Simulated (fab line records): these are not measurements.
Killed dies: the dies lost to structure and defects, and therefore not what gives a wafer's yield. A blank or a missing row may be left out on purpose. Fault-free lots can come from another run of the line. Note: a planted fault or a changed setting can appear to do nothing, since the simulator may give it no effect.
fab line records	flow n5-finfet
record: lots: 7	wafers: 21
route steps=1938 shown BEOL_M2@846 BEOL_M4@1108 BEOL_M5@1130 BEOL_M6@1194
start-h: hours from the record's opening day to when the first of the lot's shown wafers began	wait-h: time in hours since the lot's previous step	" identical to the entry in the row above	L1.1+2: a row that stands for several wafers	- either no value or no given start	* or withheld: withheld	< > ~ a bound
route shown NAME@n: NAME is a module with steps in the file, n the number in the route of the first one	usual: mean/standard deviation of fault-free wafers	same: alike in all rows	chamber/n: place in a boat	sites: the reading at each site	_std_site: standard deviation across them	_edge_site: the outer-site mean with the inner-site mean subtracted	radius-mm: how far each site lies from the wafer's centre	mask NAME#n: copy n	behind: the most recent tool/chamber to have shaped the wafer	hold: cause of the lot's hold/its duration in hours/its outcome	device: transistor that didn't switch, given as n, p or np	end of line: the same wafers' tests at the end of the route	a step with no rows: only its recipe	killed: dies that structure and defects cost at the first sort, which is not the same as the wafer's yield	map: dies across one wafer; x = killed, . = not, _ = none there
set.NAME: setting as actually run; set.NAME@STEP: the setting as run at that earlier step	model.NAME: the simulator's own value behind a step, which no gauge read
lots run with intentionally changed settings; tables by step, rows by wafer
== steps ==
step: N5_BEOL_M2_COAT_62
recipe: resist: SiARC	temp-c: 220	time-s: 60	spin-rpm: 1500	resist-thk-nm: 12
lot.wafer	tool	chamber	start-h	wait-h	set.spin-rpm	model.SiARC_of_BEOL_M2_COAT_62.thk-nm
L074.1+4+5	litho-track-05	0	-	-	1500	12
L079.3+4+5	litho-track-01	0	-	-	1500	12
L080.1+3+5	litho-track-05	0	-	-	1500	12
L082.2+4+6	litho-track-03	0	-	-	1500	12
L083.2+6	litho-track-01	0	-	-	1667	11.4
L083.4	"	0	"	"	1500	12
L088.2+3	litho-track-03	0	-	-	1500	12
L088.4	"	0	"	"	1551	11.8
L095.2+3+6	litho-track-05	0	-	-	1500	12
step: N5_BEOL_M2_COAT_73
recipe: resist: underlayer	temp-c: 205	time-s: 60	spin-rpm: 1500	resist-thk-nm: 5
step: N5_BEOL_M2_COAT_05
recipe: resist: CAR-EUV	spin-rpm: 1500	resist-thk-nm: 30
step: N5_BEOL_M2_DESCUM_16
recipe: chemistry: O2	time-s: 7	source-power-w: 50	bias-power-w: 20	pressure-mtorr: 20	rf-frequency-hz: 2.712e+07	temp-c: 40	resist: CAR-EUV	o2-flow-sccm: 225
step: N5_BEOL_M2_ETCH_74
recipe: chemistry: N2/H2	target: underlayer	target-depth-a: 65	mask-material: CAR-EUV	time-s: 5.2	ion-energy-ev: 200	pressure-mtorr: 30	source-w: 840	bias-w: 150	n2-flow-sccm: 200	h2-flow-sccm: 200	ends: cleared
step: N5_BEOL_M2_ETCH_63
recipe: chemistry: CF4	target: SiARC	target-depth-a: 156	mask-material: CAR-EUV	time-s: 26	ion-energy-ev: 80	pressure-mtorr: 40	source-w: 545	bias-w: 36	Ar_flow_sccm: 100	cf4-flow-sccm: 100	ends: cleared
lot.wafer	tool	chamber	start-h	wait-h	set.spin-rpm@BEOL_M2_COAT_62	model.etch.depth-nm
L074.1	rie-diel-04	1	153.47	0.0	1500	12.05
L074.4	"	0	"	"	1500	12.04
L074.5	"	2	"	"	1500	12.01
L079.3+4	rie-diel-03	2,0	170.02	0.0	1500	12
L079.5	"	3	"	"	1500	12.01
L080.1	rie-diel-04	3	172.18	0.0	1500	12.03
L080.3	"	2	"	"	1500	12.04
L080.5	"	1	"	"	1500	12.02
L082.2	rie-diel-01	2	177.16	0.0	1500	12.08
L082.4	"	3	"	"	1500	12.07
L082.6	"	3	"	"	1500	12.04
L083.2	rie-diel-01	0	189.13	0.0	1667	11.32
L083.4	"	3	"	"	1500	11.93
L083.6	"	2	"	"	1667	11.31
L088.2	rie-diel-03	2	232.13	0.0	1500	12.01
L088.3	"	3	"	"	1500	12.06
L088.4	"	0	"	"	1551	11.84
L095.2	rie-diel-04	0	256.34	0.0	1500	12.07
L095.3	"	1	"	"	1500	12.08
L095.6	"	2	"	"	1500	12.03
step: N5_BEOL_M2_ETCH_64
recipe: chemistry: N2/H2	target: SOC	target-depth-a: 750	overetch-a: 225	mask-material: SiARC	temp-c: 40	time-s: 121.9	ion-energy-ev: 200	pressure-mtorr: 30	source-w: 840	bias-w: 150	n2-flow-sccm: 200	h2-flow-sccm: 200
step: N5_BEOL_M2_STRIP_65
recipe: chemistry: N2/H2	temp-c: 40	n2-flow-sccm: 200	h2-flow-sccm: 200	rf-frequency-hz: 6e+07
step: N5_BEOL_M2_STRIP_75
recipe: chemistry: N2/H2	temp-c: 40	n2-flow-sccm: 200	h2-flow-sccm: 200	rf-frequency-hz: 6e+07
step: N5_BEOL_M2_STRIP_66
recipe: chemistry: CF4	resist: SiARC	power-w: 300	bias-power-w: 75	pressure-mtorr: 50	cf4-flow-sccm: 150	rf-frequency-hz: 6e+07
step: N5_BEOL_M2_HM_OPEN_17
recipe: chemistry: Cl2/BCl3	target-depth-a: 200	overetch-a: 60	target: TiN	mask-material: SOC	ion-energy-ev: 150	pressure-mtorr: 10	icp-w: 1000	bias-w: 126	Cl2_flow_sccm: 53.25	bcl3-flow-sccm: 21.75	Ar_flow_sccm: 25
lot.wafer	tool	chamber	start-h	wait-h	set.target-thk-a@BEOL_M2_HM_DEP_02	model.etch.depth-nm
L074.1	rie-metal-02	1	153.68	0.0	200	20.02
L074.4	"	0	"	"	200	20.53
L074.5	"	1	"	"	200	20.41
L079.3	rie-metal-02	0	170.25	0.1	200	20.02
L079.4	"	1	"	"	200	19.85
L079.5	"	0	"	"	200	20.42
L080.1	rie-metal-03	1	172.38	0.0	200	19.78
L080.3	"	1	"	"	200	20.11
L080.5	"	1	"	"	200	20.07
L082.2	rie-metal-01	0	177.37	0.0	175.9	17.3
L082.4	"	0	"	"	200	19.92
L082.6	"	1	"	"	200	19.78
L083.2	rie-metal-03	1	189.33	0.0	200	19.94
L083.4+6	"	1	"	"	200	20.01
L088.2	rie-metal-02	1	232.33	0.0	200	20.17
L088.3	"	1	"	"	200	20.39
L088.4	"	0	"	"	200	20.54
L095.2	rie-metal-02	1	256.61	0.1	200	20.05
L095.3	"	0	"	"	207	21
L095.6	"	1	"	"	207	20.75
step: N5_BEOL_M2_DESCUM_33
recipe: chemistry: O2	time-s: 7	source-power-w: 50	bias-power-w: 20	pressure-mtorr: 20	rf-frequency-hz: 2.712e+07	temp-c: 40	resist: CAR-EUV	o2-flow-sccm: 225
lot.wafer	tool	chamber	start-h	wait-h	set.time-s	model.CAR-EUV_of_BEOL_M2_COAT_22.thk-nm
L074.1+5	rie-diel-01	2,3	154.44	0.0	7	26
L074.4	"	2	"	"	7	26.2
L079.3+4	rie-diel-04	2	171.10	0.0	7	26.2
L079.5	"	1	"	"	7.985	25.6
L080.1	rie-diel-04	1	173.13	0.0	6.207	26.4
L080.3	"	2	"	"	7	26.4
L080.5	"	2	"	"	7	26.2
L082.2	rie-diel-01	1	177.99	0.0	7	26
L082.4	"	2	"	"	7	25.8
L082.6	"	1	"	"	5.722	26.6
L083.2+6	rie-diel-04	1	190.08	0.0	7	26.2
L083.4	"	2	"	"	7	26.4
L088.2+4	rie-diel-03	2,0	233.22	0.2	5.683	26.8
L088.3	"	1	"	"	7	26
L095.2+3	rie-diel-04	3,0	257.24	0.0	7.903	25.6
L095.6	"	0	"	"	7.903	25.8
step: N5_BEOL_M2_ETCH_77
recipe: chemistry: N2/H2	target: underlayer	target-depth-a: 65	mask-material: CAR-EUV	time-s: 5.2	ion-energy-ev: 200	pressure-mtorr: 30	source-w: 840	bias-w: 150	n2-flow-sccm: 200	h2-flow-sccm: 200	ends: cleared
lot.wafer	tool	chamber	start-h	wait-h	set.time-s@BEOL_M2_DESCUM_33	model.CAR-EUV_of_BEOL_M2_COAT_22.thk-nm
L074.1+5	rie-diel-01	2,3	154.47	0.0	7	20.2
L074.4	"	2	"	"	7	20.4
L079.3+4	rie-diel-04	2	171.14	0.0	7	20.4
L079.5	"	1	"	"	7.985	19.8
L080.1	rie-diel-04	1	173.17	0.0	6.207	20.8
L080.3+5	"	2	"	"	7	20.6
L082.2+4	rie-diel-01	1,2	178.02	0.0	7	20.2
L082.6	"	1	"	"	5.722	21
L083.2+4+6	rie-diel-04	1,2,1	190.12	0.0	7	20.6
L088.2+4	rie-diel-03	2,0	233.25	0.0	5.683	21
L088.3	"	1	"	"	7	20.2
L095.2+3	rie-diel-04	3,0	257.27	0.0	7.903	19.8
L095.6	"	0	"	"	7.903	20
step: N5_BEOL_M2_ETCH_69
recipe: chemistry: CF4	target: SiARC	target-depth-a: 156	mask-material: CAR-EUV	time-s: 26	ion-energy-ev: 80	pressure-mtorr: 40	source-w: 545	bias-w: 36	Ar_flow_sccm: 100	cf4-flow-sccm: 100	ends: cleared
lot.wafer	tool	chamber	start-h	wait-h	set.time-s@BEOL_M2_DESCUM_33	model.CAR-EUV_of_BEOL_M2_COAT_22.thk-nm
L074.1+4	rie-diel-01	2	154.49	0.0	7	11.2
L074.5	"	3	"	"	7	11
L079.3+4	rie-diel-04	2	171.16	0.0	7	11.2
L079.5	"	1	"	"	7.985	10.6
L080.1	rie-diel-04	1	173.18	0.0	6.207	11.6
L080.3+5	"	2	"	"	7	11.2
L082.2+4	rie-diel-01	1,2	178.04	0.0	7	11
L082.6	"	1	"	"	5.722	11.8
L083.2	rie-diel-04	1	190.13	0.0	7	11.2
L083.4+6	"	2,1	"	"	7	11.4
L088.2+4	rie-diel-03	2,0	233.27	0.0	5.683	11.8
L088.3	"	1	"	"	7	11
L095.2+3	rie-diel-04	3,0	257.29	0.0	7.903	10.6
L095.6	"	0	"	"	7.903	10.8
step: N5_BEOL_M2_ALD_98
recipe: material: SiO2	target-thk-a: 25	temp-c: 100	ald-precursor-family: BDEAS	ald-co-reactant: O2-plasma	pulse-time-s: 1	co-reactant-pulse-time-s: 1	purge-time-s: 2	co-reactant-purge-time-s: 2	ald-cycles: 17	pressure-torr: 2
step: N5_BEOL_M2_ETCHBACK_99
recipe: chemistry: CHF3	target: SiO2	target-depth-a: 50	time-s: 10.4	source-w: 215	bias-w: 47	Ar_flow_sccm: 200	CHF3_flow_sccm: 12	ion-energy-ev: 100	pressure-mtorr: 30
lot.wafer	tool	chamber	start-h	wait-h	set.time-s@BEOL_M2_DESCUM_33	model.CAR-EUV_of_BEOL_M2_COAT_22.thk-nm
L074.1+4	rie-diel-04	0,1	154.87	0.3	7	10.4
L074.5	"	2	"	"	7	10.2
L079.3	rie-diel-03	3	174.60	3.3	7	10.6
L079.4	"	2	"	"	7	10.4
L079.5	"	1	"	"	7.985	9.8
L080.1	rie-diel-04	3	175.42	2.1	6.207	10.8
L080.3+5	"	1,2	"	"	7	10.6
L082.2	rie-diel-01	0	183.98	5.7	7	10.4
L082.4	"	1	"	"	7	10.2
L082.6	"	0	"	"	5.722	11
L083.2+4+6	rie-diel-01	0,1,3	199.74	9.4	7	10.6
L088.2	rie-diel-04	3	241.29	7.8	5.683	11
L088.3	"	0	"	"	7	10.2
L088.4	"	2	"	"	5.683	11.2
L095.2	rie-diel-03	2	266.79	9.4	7.903	9.8
L095.3+6	"	0,2	"	"	7.903	10
step: N5_BEOL_M2_ETCH_70
recipe: chemistry: N2/H2	target: SOC	target-depth-a: 800	overetch-a: 240	mask-material: SiARC	temp-c: 40	time-s: 130	ion-energy-ev: 200	pressure-mtorr: 30	source-w: 840	bias-w: 150	n2-flow-sccm: 200	h2-flow-sccm: 200
usual: rf-vpp-V: 524.2/2.9
lot.wafer	tool	chamber	start-h	wait-h	set.source-w	rf-vpp-V
L074.1	rie-diel-04	0	154.91	0.0	840	521.9
L074.4	"	1	"	"	840	521.5
L074.5	"	2	"	"	840	524.8
L079.3	rie-diel-03	3	174.64	0.0	958.7	503.6
L079.4	"	2	"	"	840	520.9
L079.5	"	1	"	"	958.7	506.1
L080.1	rie-diel-04	3	175.46	0.0	840	529.1
L080.3	"	1	"	"	840	521.3
L080.5	"	2	"	"	793	535.0
L082.2	rie-diel-01	0	184.02	0.0	772.9	538.4
L082.4	"	1	"	"	840	525.0
L082.6	"	0	"	"	772.9	538.2
L083.2	rie-diel-01	0	199.77	0.0	840	522.2
L083.4	"	1	"	"	840	525.9
L083.6	"	3	"	"	840	524.4
L088.2	rie-diel-04	3	241.32	0.0	777.9	542.4
L088.3	"	0	"	"	777.9	536.5
L088.4	"	2	"	"	840	524.7
L095.2	rie-diel-03	2	266.82	0.0	840	520.0
L095.3	"	0	"	"	731	545.0
L095.6	"	2	"	"	731	545.8
step: N5_BEOL_M4_DEP_57
recipe: material: SiCN	target-thk-a: 80	temp-c: withheld	precursor: 3MS/NH3	pressure-torr: 3	rf-w: 202	time-s: 14
lot.wafer	tool	chamber	start-h	wait-h	set.time-s	model.SiCN_of_BEOL_M4_DEP_57.thk-nm
L074.1	pecvd-02	0	185.57	0.0	14	7.8
L074.4+5	"	0,2	"	"	14	8
L079.3+4+5	pecvd-02	1,2,1	209.29	0.0	14	8.2
L080.1+3+5	pecvd-02	2,2,1	213.42	0.0	14	8
L082.2	pecvd-01	0	237.32	0.0	15.3	8.4
L082.4+6	"	0,1	"	"	15.3	8.6
L083.2	pecvd-04	2	249.74	0.0	12.93	7.6
L083.4+6	"	2	"	"	14	8.2
L088.2	pecvd-04	2	282.40	0.0	14	8
L088.3+4	"	1	"	"	13.13	7.4
L095.2	pecvd-02	1	307.76	0.0	16	9
L095.3	"	2	"	"	14	7.8
L095.6	"	2	"	"	14	8.2
step: N5_BEOL_M5_ETCH_72
recipe: chemistry: N2/H2	target: underlayer	target-depth-a: 65	mask-material: CAR-EUV	time-s: 5.2	ion-energy-ev: 200	pressure-mtorr: 30	source-w: 840	bias-w: 150	n2-flow-sccm: 200	h2-flow-sccm: 200	ends: cleared
usual: rf-vpp-V: 524.0/2.4
lot.wafer	tool	chamber	start-h	wait-h	set.source-w	rf-vpp-V
L074.1	rie-diel-02	2	189.13	0.0	840	525.2
L074.4	"	3	"	"	840	524.6
L074.5	"	2	"	"	840	525.5
L079.3	rie-diel-06	3	211.93	0.0	840	526.7
L079.4	"	0	"	"	840	521.4
L079.5	"	1	"	"	840	523.0
L080.1	rie-diel-05	2	216.45	0.0	840	525.8
L080.3	"	1	"	"	840	526.9
L080.5	"	2	"	"	840	524.3
L082.2	rie-diel-02	3	240.90	0.0	840	523.5
L082.4	"	3	"	"	840	524.8
L082.6	"	1	"	"	840	521.2
L083.2	rie-diel-05	1	252.19	0.0	840	528.1
L083.4	"	2	"	"	925.5	510.6
L083.6	"	0	"	"	840	524.3
L088.2	rie-diel-02	0	286.02	0.0	840	522.4
L088.3	"	1	"	"	840	520.4
L088.4	"	3	"	"	880.4	514.1
L095.2	rie-diel-06	2	314.45	0.0	840	525.3
L095.3	"	1	"	"	840	522.5
L095.6	"	2	"	"	985.8	497.7
step: N5_BEOL_M6_ILD_DEP_00
recipe: material: SiCOH_lowk	target-thk-a: 1797.5	temp-c: 300	precursor: DEMS/porogen	pressure-torr: 5	rf-w: 500	time-s: 33.4
lot.wafer	tool	chamber	start-h	wait-h	set.time-s	model.SiCOH_lowk_of_BEOL_M6_ILD_DEP_00.thk-nm
L074.1	pecvd-01	2	200.31	0.0	33.4	178.6
L074.4	"	2	"	"	33.4	182
L074.5	"	1	"	"	33.4	179.4
L080.1	pecvd-01	0	227.58	0.0	33.4	178
L080.3	"	1	"	"	36.76	194.2
L080.5	"	0	"	"	33.4	182.4
L079.3	pecvd-02	1	234.82	0.0	33.4	179
L079.4	"	0	"	"	33.4	181.6
L079.5	"	2	"	"	30.91	170.6
L082.2	pecvd-02	1	251.99	0.0	37.11	199.4
L082.4	"	2	"	"	37.11	203.6
L082.6	"	1	"	"	33.4	180.6
L083.2	pecvd-01	1	262.43	0.0	33.4	179.8
L083.4	"	0	"	"	33.4	182.4
L083.6	"	1	"	"	33.4	177.8
L088.2	pecvd-01	2	295.65	0.0	37.03	197.2
L088.3	"	0	"	"	37.03	198.8
L088.4	"	0	"	"	33.4	183.2
L095.2	pecvd-03	1	325.38	0.0	37.85	198.2
L095.3	"	2	"	"	33.4	177.6
L095.6	"	1	"	"	33.4	181.6
step: N5_BEOL_M6_CURE_74
recipe: temp-c: 385	time-s: 240	ambient: He/Ar	material: SiCOH_lowk
lot.wafer	tool	chamber	start-h	wait-h	set.time-s@BEOL_M6_ILD_DEP_00	model.SiCOH_lowk_of_BEOL_M6_ILD_DEP_00.thk-nm
L074.1	uv-cure-01	2	200.37	0.0	33.4	154
L074.4	"	2	"	"	33.4	157
L074.5	"	2	"	"	33.4	154.8
L080.1	uv-cure-02	0	227.64	0.0	33.4	153.4
L080.3	"	0	"	"	36.76	167.6
L080.5	"	0	"	"	33.4	157.4
L079.3	uv-cure-03	0	235.05	0.2	33.4	154.4
L079.4	"	0	"	"	33.4	156.6
L079.5	"	0	"	"	30.91	147
L082.2	uv-cure-03	2	252.13	0.1	37.11	172.2
L082.4	"	2	"	"	37.11	175.8
L082.6	"	2	"	"	33.4	155.8
L083.2	uv-cure-01	0	262.58	0.1	33.4	155
L083.4	"	0	"	"	33.4	157.4
L083.6	"	0	"	"	33.4	153.4
L088.2	uv-cure-02	2	295.91	0.2	37.03	170.2
L088.3	"	2	"	"	37.03	171.6
L088.4	"	2	"	"	33.4	158
L095.2	uv-cure-02	1	325.52	0.1	37.85	171.2
L095.3	"	1	"	"	33.4	153
L095.6	"	1	"	"	33.4	156.6
step: N5_BEOL_M6_THK_MEAS_01
recipe: reads: SiCOH_lowk_of_BEOL_M6_ILD_DEP_00
usual: M6_ILD_THK: 155.4/1.8
lot.wafer	tool	chamber	start-h	wait-h	set.time-s@BEOL_M6_ILD_DEP_00	M6_ILD_THK[nm]
L074.1	film-metro-01	-	201.37	0.8	33.4	154.0
L074.4	"	-	"	"	33.4	156.9
L074.5	"	-	"	"	33.4	154.7
L080.1	film-metro-01	-	228.15	0.4	33.4	153.5
L080.3	"	-	"	"	36.76	167.9
L080.5	"	-	"	"	33.4	157.3
L079.3	film-metro-02	-	235.40	0.3	33.4	154.4
L079.4	"	-	"	"	33.4	156.6
L079.5	"	-	"	"	30.91	147.0
L082.2	film-metro-02	-	252.56	0.4	37.11	172.2
L082.4	"	-	"	"	37.11	175.8
L082.6	"	-	"	"	33.4	155.7
L083.2	film-metro-01	-	263.01	0.4	33.4	155.1
L083.4	"	-	"	"	33.4	157.4
L083.6	"	-	"	"	33.4	153.5
L088.2	film-metro-01	-	296.35	0.4	37.03	170.3
L088.3	"	-	"	"	37.03	171.6
L088.4	"	-	"	"	33.4	158.0
L095.2	film-metro-01	-	325.95	0.4	37.85	171.1
L095.3	"	-	"	"	33.4	153.1
L095.6	"	-	"	"	33.4	156.6
== key ==
split: step: N5_BEOL_M2_COAT_62	setting: spin-rpm	stated: 1500	by: wafer
response: step: N5_BEOL_M2_COAT_62	reading: model.SiARC_of_BEOL_M2_COAT_62.thk-nm	change: -0.0543	per: 1%	r: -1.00
response: step: N5_BEOL_M2_ETCH_63	reading: model.etch.depth-nm	change: -0.0558	per: 1%	r: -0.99
split: step: N5_BEOL_M2_DESCUM_33	setting: time-s	stated: 7	by: wafer
response: step: N5_BEOL_M2_DESCUM_33	reading: model.CAR-EUV_of_BEOL_M2_COAT_22.thk-nm	change: -0.0369	per: 1%	r: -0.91
response: step: N5_BEOL_M2_ETCH_77	reading: model.CAR-EUV_of_BEOL_M2_COAT_22.thk-nm	change: -0.0398	per: 1%	r: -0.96
response: step: N5_BEOL_M2_ETCH_69	reading: model.CAR-EUV_of_BEOL_M2_COAT_22.thk-nm	change: -0.0421	per: 1%	r: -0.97
response: step: N5_BEOL_M2_ETCHBACK_99	reading: model.CAR-EUV_of_BEOL_M2_COAT_22.thk-nm	change: -0.0413	per: 1%	r: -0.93
split: step: N5_BEOL_M2_ETCH_70	setting: source-w	stated: 840	by: wafer
response: step: N5_BEOL_M2_ETCH_70	reading: rf-vpp-V	change: -1.59	per: 1%	r: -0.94
split: step: N5_BEOL_M4_DEP_57	setting: time-s	stated: 14	by: wafer
response: step: N5_BEOL_M4_DEP_57	reading: model.SiCN_of_BEOL_M4_DEP_57.thk-nm	change: +0.0751	per: 1%	r: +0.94
split: step: N5_BEOL_M5_ETCH_72	setting: source-w	stated: 840	by: wafer
response: step: N5_BEOL_M5_ETCH_72	reading: rf-vpp-V	change: -1.52	per: 1%	r: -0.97
split: step: N5_BEOL_M6_ILD_DEP_00	setting: time-s	stated: 33.4	by: wafer
response: step: N5_BEOL_M6_ILD_DEP_00	reading: model.SiCOH_lowk_of_BEOL_M6_ILD_DEP_00.thk-nm	change: +1.48	per: 1%	r: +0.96
response: step: N5_BEOL_M6_CURE_74	reading: model.SiCOH_lowk_of_BEOL_M6_ILD_DEP_00.thk-nm	change: +1.3	per: 1%	r: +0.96
response: step: N5_BEOL_M6_THK_MEAS_01	reading: M6_ILD_THK	change: +1.3	per: 1%	r: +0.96
split outside-this-file step=N5_BEOL_M2_HM_DEP_02 setting=target-thk-a
split outside-this-file: this setting was split too, and the file shows its column; the key of that split is in another file
